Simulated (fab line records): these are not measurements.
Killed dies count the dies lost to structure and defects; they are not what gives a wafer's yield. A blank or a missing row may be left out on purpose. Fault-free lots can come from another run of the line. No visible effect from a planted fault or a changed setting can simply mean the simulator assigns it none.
fab line records ; flow nand-harc ; part 1 of 2: steps 1 to 3 of 6
record: lots: 24; wafers: 72; last-day: 33
route steps=1302 shown A_CONTACT@1086 A_M0@1150
lots untouched by any fault: they come from a run of this same line in which no faults occurred
start-h: the number of hours between the record's first day and the start of the first shown wafer of the lot ; wait-h: hours from the lot's prior step to this one ; " as in the row above ; L1.1+2: one row covering several wafers at once ; - either no value or no given start ; * or withheld: withheld ; < > ~ a bound
route shown NAME@n: names a module that has steps shown in the file, with the first one's number in the route ; usual: average and standard deviation across the fault-free wafers ; same: alike in all rows ; chamber/n: place in a boat ; sites: each site's reading ; _std_site: standard deviation across them ; _edge_site: inner sites' mean taken away from outer sites' mean ; radius-mm: how far each site lies from the wafer's centre ; mask NAME#n: copy n ; behind: the most recent tool/chamber to have shaped the wafer ; hold: why the lot went on hold/how many hours it stayed there/how the hold came to an end ; device: the transistor (n, p or np) that didn't switch ; end of line: tests of these same wafers at the route's end ; a step with no rows: only its recipe ; killed: at the first sort, the dies lost to defects and structure; wafer yield is something else ; map: a wafer's dies, x killed, . not, _ none there
set.NAME: setting as actually run; set.NAME@STEP: the setting as run at that earlier step ; model.NAME: the simulator's own value behind a step, which no gauge read
the route's steps for a sample of lots (tables are steps, rows are wafers)
services: a tool's chamber out of use, with start hour (start-h, from the record's first day; less than 0 if before it), hours out, and reason
== steps ==
step: NHARC_A_CONTACT_ETCH_134
recipe: source-w: withheld; pressure-mtorr: 20; bias-v: withheld; time-s: 140; target-depth-a: 7000; ar-flow-sccm: withheld; c4f8-flow-sccm: withheld; o2-flow-sccm: withheld; chemistry: C4F8/O2/Ar
lot.wafer;tool;chamber;start-h;wait-h;rf-hours-counter-h
L074.1;har-cap-etch-01;1;515.99;-;0
L074.5;har-cap-etch-01;0;515.99;-;-
L074.6;har-cap-etch-01;1;515.99;-;-
L075.1;har-cap-etch-02;1;527.67;-;89
L075.3;har-cap-etch-02;1;527.67;-;-
L075.4;har-cap-etch-02;0;527.67;-;-
L077.2;har-cap-etch-02;1;533.32;-;90
L077.1;har-cap-etch-02;0;533.32;-;90
L077.6;har-cap-etch-02;1;533.32;-;-
L078.2;har-cap-etch-01;1;538.88;-;5
L078.4;har-cap-etch-01;0;538.88;-;-
L078.5;har-cap-etch-01;0;538.88;-;-
L076.1;har-cap-etch-03;0;539.35;-;53
L076.3;har-cap-etch-03;0;539.35;-;-
L076.5;har-cap-etch-03;0;539.35;-;-
L079.3;har-cap-etch-02;0;579.97;-;-
L079.6;har-cap-etch-02;0;579.97;-;-
L079.5;har-cap-etch-02;1;579.97;-;-
L080.1;har-cap-etch-01;0;581.03;-;11
L080.4;har-cap-etch-01;0;581.03;-;-
L080.5;har-cap-etch-01;0;581.03;-;-
L082.1;har-cap-etch-01;0;588.74;-;12
L082.3;har-cap-etch-01;0;588.74;-;-
L082.6;har-cap-etch-01;0;588.74;-;-
L081.3;har-cap-etch-03;1;590.31;-;-
L081.4;har-cap-etch-03;0;590.31;-;-
L081.5;har-cap-etch-03;1;590.31;-;-
L085.3;har-cap-etch-03;1;625.02;-;-
L085.5;har-cap-etch-03;0;625.02;-;-
L085.6;har-cap-etch-03;1;625.02;-;-
L083.1;har-cap-etch-02;0;626.05;-;106
L083.4;har-cap-etch-02;1;626.05;-;-
L083.5;har-cap-etch-02;0;626.05;-;-
L084.3;har-cap-etch-01;0;628.48;-;-
L084.4;har-cap-etch-01;1;628.48;-;-
L084.6;har-cap-etch-01;0;628.48;-;-
L086.2;har-cap-etch-02;0;630.44;-;107
L086.4;har-cap-etch-02;0;630.44;-;-
L086.5;har-cap-etch-02;1;630.44;-;-
L087.2;har-cap-etch-03;0;649.80;-;72
L087.5;har-cap-etch-03;0;649.80;-;-
L087.6;har-cap-etch-03;1;649.80;-;-
L091.2;har-cap-etch-03;0;657.35;-;75
L091.3;har-cap-etch-03;1;657.35;-;-
L091.5;har-cap-etch-03;1;657.35;-;-
L088.4;har-cap-etch-02;0;660.47;-;-
L088.6;har-cap-etch-02;0;660.47;-;-
L088.5;har-cap-etch-02;1;660.47;-;-
L090.2;har-cap-etch-03;1;666.35;-;76
L090.4;har-cap-etch-03;0;666.35;-;-
L090.5;har-cap-etch-03;0;666.35;-;-
L089.4;har-cap-etch-03;1;676.47;-;-
L089.5;har-cap-etch-03;1;676.47;-;-
L089.6;har-cap-etch-03;0;676.47;-;-
L092.3;har-cap-etch-02;1;682.39;-;-
L092.6;har-cap-etch-02;0;682.39;-;-
L092.5;har-cap-etch-02;1;682.39;-;-
L093.1;har-cap-etch-01;1;712.91;-;35
L093.6;har-cap-etch-01;1;712.91;-;-
L093.5;har-cap-etch-01;0;712.91;-;-
L094.2;har-cap-etch-02;0;721.93;-;125
L094.4;har-cap-etch-02;1;721.93;-;-
L094.6;har-cap-etch-02;1;721.93;-;-
L096.2;har-cap-etch-01;1;725.89;-;38
L096.3;har-cap-etch-01;1;725.89;-;-
L096.5;har-cap-etch-01;0;725.89;-;-
L095.3;har-cap-etch-02;1;726.09;-;-
L095.5;har-cap-etch-02;1;726.09;-;-
L095.6;har-cap-etch-02;0;726.09;-;-
L097.2;har-cap-etch-03;0;731.71;-;87
L097.3;har-cap-etch-03;0;731.71;-;-
L097.5;har-cap-etch-03;1;731.71;-;-
step: NHARC_A_CONTACT_STRIP_26
recipe: o2-flow-sccm: 500; ar-flow-sccm: 0; bias-w: 0; chemistry: O2
usual: drypump-motor-current-A: 6.09/0.27; o2-flow-sccm: 500.1/1.5; oes-product-au: 0.999/0.0067; rf-vpp-V: 57.7/0.91; showerhead-plenum-p-Torr: 3.51/0.12; throttle-valve-pct: 17.036/0.0095
lot.wafer;tool;chamber;start-h;wait-h;drypump-motor-current-A;o2-flow-sccm;oes-product-au;rf-hours-counter-h;rf-vpp-V;showerhead-plenum-p-Torr;throttle-valve-pct
L074.1;rie-diel-13;0;-;-;5.98;500.6;1.004;40;56.4;3.53;17.027
L074.6;rie-diel-13;0;-;-;5.99;500.8;0.999;-;56.9;3.53;17.026
L074.5;rie-diel-13;1;-;-;6.41;498.8;1.000;-;59.0;3.28;17.044
L075.4;rie-diel-12;1;-;-;6.27;500.8;0.998;28;57.8;3.79;17.034
L075.1;rie-diel-12;2;-;-;6.29;500.4;0.996;27;56.5;3.46;17.028
L075.3;rie-diel-12;0;-;-;6.17;499.8;0.996;24;57.1;3.40;17.028
L077.1;rie-diel-10;2;-;-;6.28;502.1;1.011;19;57.1;3.48;17.051
L077.2;rie-diel-10;1;-;-;5.66;502.7;1.004;18;57.2;3.46;17.029
L077.6;rie-diel-10;2;-;-;6.25;500.3;1.007;-;58.2;3.49;17.032
L078.4;rie-diel-10;3;-;-;5.81;496.7;1.012;19;58.3;3.44;17.041
L078.2;rie-diel-10;0;-;-;6.16;501.1;0.999;18;58.6;3.60;17.045
L078.5;rie-diel-10;1;-;-;5.70;500.2;1.007;-;58.2;3.46;17.039
L076.1;rie-diel-10;2;-;-;6.25;499.6;1.007;20;57.3;3.48;17.037
L076.3;rie-diel-10;0;-;-;6.15;498.4;1.004;18;58.1;3.60;17.039
L076.5;rie-diel-10;1;-;-;5.68;502.0;1.000;-;58.3;3.46;17.039
L079.3;rie-diel-10;0;-;-;6.18;501.4;0.996;24;56.6;3.60;17.042
L079.5;rie-diel-10;3;-;-;5.82;501.6;0.997;-;58.5;3.43;17.051
L079.6;rie-diel-10;0;-;-;6.19;503.7;0.991;-;57.2;3.60;17.018
L080.1;rie-diel-13;2;-;-;5.99;501.9;1.002;19;58.5;3.52;17.042
L080.4;rie-diel-13;1;-;-;6.46;499.2;1.004;16;57.5;3.80;17.030
L080.5;rie-diel-13;3;-;-;6.62;500.6;1.005;-;56.8;3.35;17.054
L082.3;rie-diel-10;1;-;-;5.67;501.1;1.006;27;58.0;3.46;17.049
L082.1;rie-diel-10;2;-;-;6.27;500.5;0.997;28;57.5;3.48;17.038
L082.6;rie-diel-10;0;-;-;6.22;500.4;1.006;-;57.4;3.60;17.030
L081.3;rie-diel-10;0;-;-;6.15;502.9;1.004;26;56.9;3.60;17.020
L081.4;rie-diel-10;1;-;-;5.69;500.3;0.997;27;57.7;3.46;17.039
L081.5;rie-diel-10;0;-;-;6.14;502.6;1.011;-;58.2;3.60;17.041
L085.3;rie-diel-13;3;-;-;6.62;499.5;1.002;34;57.7;3.35;17.046
L085.5;rie-diel-13;3;-;-;6.60;498.8;0.994;-;56.2;3.35;17.029
L085.6;rie-diel-13;0;-;-;5.97;501.6;1.006;-;57.2;3.51;17.025
L083.4;rie-diel-13;0;-;-;5.98;500.0;0.994;36;57.3;3.51;17.039
L083.1;rie-diel-13;1;-;-;6.44;499.7;0.993;30;59.8;3.79;17.047
L083.5;rie-diel-13;0;-;-;5.96;500.6;0.997;-;56.1;3.51;17.042
L084.3;rie-diel-10;0;-;-;6.20;499.9;1.009;6;59.3;3.59;17.033
L084.6;rie-diel-10;3;-;-;5.81;502.0;0.995;-;57.0;3.43;17.045
L084.4;rie-diel-10;0;-;-;6.16;501.6;1.015;-;58.2;3.59;17.041
L086.2;rie-diel-10;2;-;-;6.26;502.0;0.996;7;56.8;3.48;17.047
L086.4;rie-diel-10;3;-;-;5.83;501.2;0.993;-;57.4;3.43;17.031
L086.5;rie-diel-10;0;-;-;6.18;499.1;1.000;-;56.7;3.59;17.038
L087.2;rie-diel-12;2;-;-;6.33;499.8;0.993;12;58.0;3.44;17.030
L087.5;rie-diel-12;0;-;-;6.21;500.8;0.988;-;58.4;3.38;17.025
L087.6;rie-diel-12;1;-;-;6.25;495.1;0.989;-;58.3;3.77;17.030
L091.2;rie-diel-10;1;-;-;5.70;500.2;1.011;8;57.6;3.45;17.030
L091.3;rie-diel-10;2;-;-;6.26;499.3;1.007;14;57.8;3.47;17.026
L091.5;rie-diel-10;1;-;-;5.71;499.3;0.999;-;56.8;3.45;17.044
L088.4;rie-diel-13;3;-;-;6.63;499.4;0.997;46;59.0;3.34;17.026
L088.6;rie-diel-13;1;-;-;6.42;499.6;0.998;-;57.7;3.78;17.031
L088.5;rie-diel-13;2;-;-;5.98;498.8;0.998;-;56.6;3.50;17.041
L090.2;rie-diel-13;0;-;-;5.99;497.7;0.995;50;57.8;3.50;17.049
L090.4;rie-diel-13;2;-;-;5.98;499.4;0.995;-;59.1;3.50;17.024
L090.5;rie-diel-13;0;-;-;5.97;496.8;0.997;-;58.9;3.50;17.051
L089.4;rie-diel-10;0;-;-;6.17;499.1;0.996;17;57.4;3.59;17.028
L089.6;rie-diel-10;2;-;-;6.27;498.7;0.993;-;59.0;3.47;17.031
L089.5;rie-diel-10;3;-;-;5.81;500.1;0.988;-;57.7;3.43;17.028
L092.3;rie-diel-13;1;-;-;6.40;504.0;1.002;50;58.4;3.78;17.053
L092.5;rie-diel-13;1;-;-;6.42;500.9;0.997;-;59.0;3.78;17.023
L092.6;rie-diel-13;2;-;-;5.98;498.4;1.002;-;57.5;3.50;17.039
L093.1;rie-diel-10;3;-;-;5.81;500.2;0.997;18;57.9;3.42;17.041
L093.5;rie-diel-10;3;-;-;5.82;498.7;1.003;-;57.8;3.42;17.031
L093.6;rie-diel-10;0;-;-;6.19;500.9;0.999;-;58.1;3.59;17.056
L094.4;rie-diel-10;3;-;-;5.82;501.2;1.005;20;57.2;3.42;17.020
L094.2;rie-diel-10;2;-;-;6.28;500.6;1.003;25;56.6;3.47;17.033
L094.6;rie-diel-10;0;-;-;6.16;498.7;0.992;-;58.0;3.58;17.041
L096.2;rie-diel-10;0;-;-;6.18;499.8;0.991;26;56.5;3.58;17.055
L096.3;rie-diel-10;1;-;-;5.69;501.5;0.997;21;59.7;3.45;17.027
L096.5;rie-diel-10;0;-;-;6.17;501.2;1.009;-;57.4;3.58;17.036
L095.3;rie-diel-10;0;-;-;6.15;497.5;0.997;26;57.1;3.58;17.053
L095.6;rie-diel-10;1;-;-;5.67;499.8;0.995;-;58.3;3.45;17.028
L095.5;rie-diel-10;3;-;-;5.86;500.5;0.990;-;59.2;3.42;17.055
L097.2;rie-diel-13;0;-;-;5.99;502.3;0.990;9;59.1;3.50;17.039
L097.3;rie-diel-13;2;-;-;5.98;500.7;0.994;11;58.6;3.49;17.028
L097.5;rie-diel-13;3;-;-;6.64;499.2;0.998;-;57.5;3.33;17.050
step: NHARC_A_M0_DESCUM_14
recipe: time-s: 3; o2-flow-sccm: 200; ar-flow-sccm: 0; bias-power-w: 0; chemistry: O2
usual: drypump-motor-current-A: 5.7/0.61; o2-flow-sccm: 200.1/0.56; oes-product-au: 1.000/0.0073; rf-vpp-V: 57.8/0.96; showerhead-plenum-p-Torr: 1.92/0.079; throttle-valve-pct: 11.312/0.008
lot.wafer;tool;chamber;start-h;wait-h;drypump-motor-current-A;o2-flow-sccm;oes-product-au;rf-hours-counter-h;rf-vpp-V;showerhead-plenum-p-Torr;throttle-valve-pct
L074.1;rie-diel-07;2;525.00;0.1;5.5;200.8;0.992;2;57.7;1.97;11.312
L074.6;rie-diel-07;1;525.00;0.1;6.4;199.5;1.006;-;57.2;1.81;11.317
L074.5;rie-diel-07;2;525.00;0.1;5.5;200.1;0.985;-;57.3;1.97;11.317
L075.3;rie-diel-05;3;536.67;0.1;6.6;199.8;0.986;8;57.6;1.86;11.317
L075.4;rie-diel-05;0;536.67;0.1;4.9;199.2;0.999;8;57.4;1.84;11.308
L075.1;rie-diel-05;2;536.67;0.1;5.5;200.8;0.991;7;58.4;1.97;11.314
L077.1;rie-diel-02;0;542.34;0.1;5.7;200.2;0.997;6;58.9;2.02;11.316
L077.2;rie-diel-02;2;542.34;0.1;6.6;199.3;0.998;7;57.0;1.93;11.320
L077.6;rie-diel-02;0;542.34;0.1;5.7;199.1;0.997;-;59.0;2.02;11.302
L078.4;rie-diel-05;0;548.62;0.1;4.8;200.2;1.007;8;55.7;1.84;11.303
L078.2;rie-diel-05;2;548.62;0.1;5.6;200.0;1.002;7;57.6;1.97;11.325
L078.5;rie-diel-05;1;548.62;0.1;5.7;199.7;0.992;-;57.6;1.85;11.313
L076.3;rie-diel-02;3;549.04;0.1;5.8;200.7;1.000;7;58.0;2.01;11.316
L076.1;rie-diel-02;0;549.04;0.1;5.7;199.9;0.991;6;57.2;2.02;11.303
L076.5;rie-diel-02;2;549.04;0.1;6.6;201.0;1.006;-;58.5;1.93;11.306
L079.3;rie-diel-07;2;588.89;0.1;5.5;199.9;0.987;6;58.8;1.97;11.303
L079.6;rie-diel-07;1;588.89;0.1;6.3;200.7;0.999;-;57.1;1.81;11.307
L079.5;rie-diel-07;2;588.89;0.1;5.5;201.2;0.992;-;57.7;1.97;11.315
L080.4;rie-diel-07;1;590.81;0.1;6.3;200.3;0.985;6;56.5;1.81;11.316
L080.1;rie-diel-07;2;590.81;0.1;5.5;199.6;0.984;6;58.5;1.97;11.311
L080.5;rie-diel-07;3;590.81;0.1;6.3;199.9;0.992;-;59.5;1.98;11.295
L082.3;rie-diel-02;3;598.34;0.1;5.8;200.5;0.996;2;58.8;2.01;11.294
L082.1;rie-diel-02;0;598.34;0.1;5.7;200.0;0.997;2;57.8;2.02;11.313
L082.6;rie-diel-02;2;598.34;0.1;6.6;198.9;1.000;-;58.7;1.93;11.300
L081.3;rie-diel-05;2;599.56;0.1;5.6;199.4;0.992;0;56.9;1.97;11.310
L081.4;rie-diel-05;0;599.56;0.1;4.9;200.2;0.988;1;56.7;1.84;11.311
L081.5;rie-diel-05;1;599.56;0.1;5.7;200.6;1.001;-;57.9;1.85;11.304
L085.3;rie-diel-02;3;634.46;0.1;5.8;201.1;0.989;4;58.3;2.01;11.314
L085.5;rie-diel-02;3;634.46;0.1;5.8;200.5;0.990;-;57.3;2.01;11.312
L085.6;rie-diel-02;0;634.46;0.1;5.7;200.2;1.002;-;59.5;2.02;11.323
L083.1;rie-diel-05;2;636.34;0.1;5.6;200.1;1.003;2;58.6;1.97;11.317
L083.5;rie-diel-05;1;636.34;0.1;5.7;200.6;1.015;-;57.0;1.85;11.307
L083.4;rie-diel-05;2;636.34;0.1;5.6;200.5;1.005;-;57.0;1.97;11.307
L084.3;rie-diel-05;0;637.77;0.1;4.9;200.2;1.009;2;57.2;1.84;11.315
L084.4;rie-diel-05;1;637.77;0.1;5.7;199.5;1.001;-;58.5;1.85;11.321
L084.6;rie-diel-05;2;637.77;0.1;5.5;200.1;1.001;-;59.0;1.97;11.314
L086.4;rie-diel-07;1;640.76;0.1;6.3;200.1;0.998;8;56.3;1.81;11.312
L086.2;rie-diel-07;3;640.76;0.1;6.4;200.8;0.988;8;58.8;1.98;11.326
L086.5;rie-diel-07;1;640.76;0.1;6.3;199.8;0.999;-;57.5;1.81;11.310
L087.2;rie-diel-05;1;658.99;0.1;5.7;200.9;1.008;5;58.2;1.85;11.295
L087.6;rie-diel-05;1;658.99;0.1;5.7;201.1;1.012;-;57.6;1.85;11.312
L087.5;rie-diel-05;2;658.99;0.1;5.6;200.4;1.001;-;58.6;1.97;11.320
L091.2;rie-diel-07;1;667.06;0.1;6.3;199.7;1.000;1;58.4;1.81;11.305
L091.3;rie-diel-07;0;667.06;0.1;4.6;200.4;1.004;1;58.1;2.05;11.306
L091.5;rie-diel-07;2;667.06;0.1;5.5;199.7;0.996;-;58.1;1.96;11.304
L088.4;rie-diel-07;3;669.54;0.1;6.4;199.6;1.001;1;59.5;1.98;11.311
L088.5;rie-diel-07;3;669.54;0.1;6.4;200.2;0.997;-;57.7;1.98;11.307
L088.6;rie-diel-07;0;669.54;0.1;4.6;200.2;1.011;-;56.9;2.05;11.310
L090.2;rie-diel-05;1;676.89;0.1;5.7;200.8;0.993;8;57.9;1.85;11.302
L090.4;rie-diel-05;2;676.89;0.1;5.5;199.9;0.989;8;58.3;1.96;11.314
L090.5;rie-diel-05;2;676.89;0.1;5.6;200.1;0.996;-;57.5;1.96;11.311
L089.4;rie-diel-05;3;686.02;0.1;6.6;199.2;1.005;4;57.3;1.86;11.313
L089.5;rie-diel-05;2;686.02;0.1;5.6;199.2;0.999;-;57.2;1.96;11.327
L089.6;rie-diel-05;3;686.02;0.1;6.6;199.3;1.005;-;56.4;1.86;11.303
L092.3;rie-diel-07;3;692.48;0.1;6.4;200.2;0.998;2;58.0;1.98;11.318
L092.5;rie-diel-07;3;692.48;0.1;6.4;200.1;1.008;-;58.4;1.98;11.290
L092.6;rie-diel-07;0;692.48;0.1;4.5;200.6;1.004;-;58.9;2.05;11.317
L093.1;rie-diel-05;2;722.48;0.1;5.6;200.9;0.997;11;58.6;1.96;11.318
L093.5;rie-diel-05;0;722.48;0.1;4.8;199.6;0.989;-;59.9;1.83;11.313
L093.6;rie-diel-05;1;722.48;0.1;5.7;199.7;1.004;-;58.2;1.85;11.310
L094.4;rie-diel-05;1;731.15;0.1;5.7;200.8;1.000;11;58.0;1.85;11.318
L094.2;rie-diel-05;3;731.15;0.1;6.6;200.1;0.991;7;58.8;1.86;11.321
L094.6;rie-diel-05;1;731.15;0.1;5.7;199.6;1.003;-;58.1;1.85;11.322
L096.2;rie-diel-05;2;736.33;0.1;5.6;200.2;1.008;12;59.3;1.96;11.310
L096.3;rie-diel-05;3;736.33;0.1;6.6;200.2;0.993;7;55.6;1.86;11.321
L096.5;rie-diel-05;1;736.33;0.1;5.7;199.7;0.995;-;56.8;1.85;11.304
L095.3;rie-diel-07;3;737.67;0.1;6.4;200.0;1.016;4;58.8;1.98;11.303
L095.5;rie-diel-07;3;737.67;0.1;6.4;199.6;1.005;-;57.7;1.98;11.307
L095.6;rie-diel-07;0;737.67;0.1;4.6;198.9;1.005;-;57.3;2.05;11.310
L097.2;rie-diel-05;1;741.03;0.1;5.7;200.1;1.015;12;56.9;1.85;11.316
L097.3;rie-diel-05;2;741.03;0.1;5.6;200.3;1.005;12;58.4;1.96;11.321
L097.5;rie-diel-05;1;741.03;0.1;5.7;199.7;1.003;-;57.1;1.85;11.306
